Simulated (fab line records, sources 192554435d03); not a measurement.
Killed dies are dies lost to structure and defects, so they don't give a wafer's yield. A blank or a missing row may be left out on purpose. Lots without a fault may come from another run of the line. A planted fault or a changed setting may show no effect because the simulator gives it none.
A struck lot beside a sound one | flow n5_finfet | 15 steps out of a route of 1938
Sound: wafers L932.2, L932.3. Struck: wafers L925.2, L925.5, L925.6. The cause comes at the end.
At each step with rows: each side's tool, then ch and its chambers, then its first start. Under that, the readings that differ: sound wafers | struck wafers | difference of the means | sigmas: that difference in standard deviations of wafers without a fault.
alike: readings whose means differ by less than 2 such deviations, and words and numbers that are the same on both sides. not compared: withheld readings, readings that some wafer has no value for, bounds like >300 that may hide the same value, and numbers for which the record gives no deviation and whose values overlap.
The two part at a step that has a row with sigmas, a row that says differs or no value, or rows on one side only. Numbers that don't overlap but have no deviation are shown without sigmas and don't part them. A reading that every wafer of one side lacks parts them only if that side has two wafers or more.

first, 1 step without rows for these wafers: N5_BEOL_M5_DESCUM_16 (chemistry O2, time 7 s).
N5_BEOL_M5_ETCH_72: etches underlayer in N2/H2, target depth 6.5 nm, time 5.2 s.
  sound on rie_diel-01 ch 1,3, day 12 22:38; struck on rie_diel-05 ch 1,3, day 11 13:09
  reading                     | sound     | struck         | difference | sigmas
  drypump_motor_current_A (A) | 6.15 5.85 | 5.18 5.17 5.74 | -0.64      | -2
  alike: etch_rf_on_time_s, oes_product_au, rf_vpp_V, showerhead_plenum_p_Torr, throttle_valve_pct
  not compared: rf_hours_counter_h
N5_BEOL_M5_ETCH_61: etches SiARC in CF4, target depth 15.6 nm, time 26 s.
  sound on rie_diel-01 ch 1,3, day 12 22:39; struck on rie_diel-05 ch 1,3, day 11 13:10
  reading                     | sound       | struck            | difference | sigmas
  drypump_motor_current_A (A) | 6.10 5.85   | 5.19 5.18 5.76    | -0.60      | -2
  rf_vpp_V (V)                | 185.4 184.5 | 182.6 181.5 182.6 | -2.7       | -2
  alike: etch_rf_on_time_s, oes_product_au, showerhead_plenum_p_Torr, throttle_valve_pct
  not compared: rf_hours_counter_h
N5_BEOL_M5_ETCH_62: etches SOC in N2/H2, target depth 75 nm, overetch 15 nm, time 112.5 s.
  sound on rie_diel-01 ch 1,3, day 12 22:40; struck on rie_diel-05 ch 1,3, day 11 13:12
  reading                     | sound     | struck         | difference | sigmas
  drypump_motor_current_A (A) | 6.15 5.86 | 5.18 5.18 5.76 | -0.63      | -2
  alike: oes_product_au, rf_vpp_V, showerhead_plenum_p_Torr, throttle_valve_pct
  not compared: rf_hours_counter_h
then, 2 steps without rows for these wafers: N5_BEOL_M5_STRIP_63 (strips in N2/H2); N5_BEOL_M5_STRIP_73 (strips in N2/H2).
N5_BEOL_M5_STRIP_64: strips in CF4.
  sound on rie_diel-01 ch 1,3, day 12 22:48; struck on rie_diel-05 ch 1,3, day 11 13:19
  reading                     | sound     | struck         | difference | sigmas
  drypump_motor_current_A (A) | 6.10 5.87 | 5.18 5.19 5.76 | -0.61      | -2
  alike: oes_product_au, rf_vpp_V, showerhead_plenum_p_Torr, throttle_valve_pct
  not compared: rf_hours_counter_h
N5_BEOL_M5_HM_OPEN_17: chemistry Cl2/BCl3, target TiN, target depth 20 nm, overetch 6 nm.
  sound on rie_metal-01 ch 0,1, day 12 22:50; struck on rie_metal-01 ch 0,1, day 11 13:22
  alike: drypump_motor_current_A, oes_product_au, throttle_valve_pct
  not compared: rf_hours_counter_h
then, 1 step without rows for these wafers: N5_BEOL_M5_STRIP_19 (strips in O2).
N5_BEOL_M5_CD_MEAS_18: pitch 56 nm, target cd 28 nm.
  sound on cd_sem-03, day 12 23:06; struck on cd_sem-01, day 11 13:33
  alike: cd_nm
then, 2 steps without rows for these wafers: N5_BEOL_M5_COAT_65 (time 60 s, resist thk 60 nm); N5_BEOL_M5_COAT_66 (time 60 s, resist thk 12 nm).
N5_BEOL_M5_COAT_74: time 60 s, resist thk 5 nm.
  sound on litho_track-02 ch 0, day 12 23:30; struck on litho_track-03 ch 0, day 11 14:18
  reading                  | sound         | struck               | difference | sigmas
  heater_power_total_W (W) | 393.3 390.5   | 385.0 384.7 382.9    | -7.7       | -6
  plate_temp_C (C)         | 205.09 205.01 | 201.80 202.01 202.03 | -3.10      | -21
then, 1 step without rows for these wafers: N5_BEOL_M5_COAT_22 (resist thk 30 nm).
-- the record jumps here: 4 days lie between the struck wafers' starts before and after (it left off in module BEOL_M5 and takes up again in module PASSIVATION, whose first step shown is number 1936 of the route) --
N5_PASSIVATION_PROBE_49:
  sound on prober-02, day 17 14:40; struck on prober-02, day 15 18:50
  alike: defect_limited_yield, killed_at_M0_to_M3, killed_at_M4_up, killed_at_contacts, killed_at_front_end, killed_at_other, killed_dies, killed_open, killed_short, sort_bin_4_leakage, sort_bin_5_function, sort_bin_6_memory, sort_bin_8_speed, sort_n_pass, sort_yield_pct

WHERE THEY PART
First at N5_BEOL_M5_ETCH_72; last, within this record, at N5_BEOL_M5_COAT_74. Later steps at which nothing parts them and some readings are alike: N5_PASSIVATION_PROBE_49.

WHY: what the simulator had put in
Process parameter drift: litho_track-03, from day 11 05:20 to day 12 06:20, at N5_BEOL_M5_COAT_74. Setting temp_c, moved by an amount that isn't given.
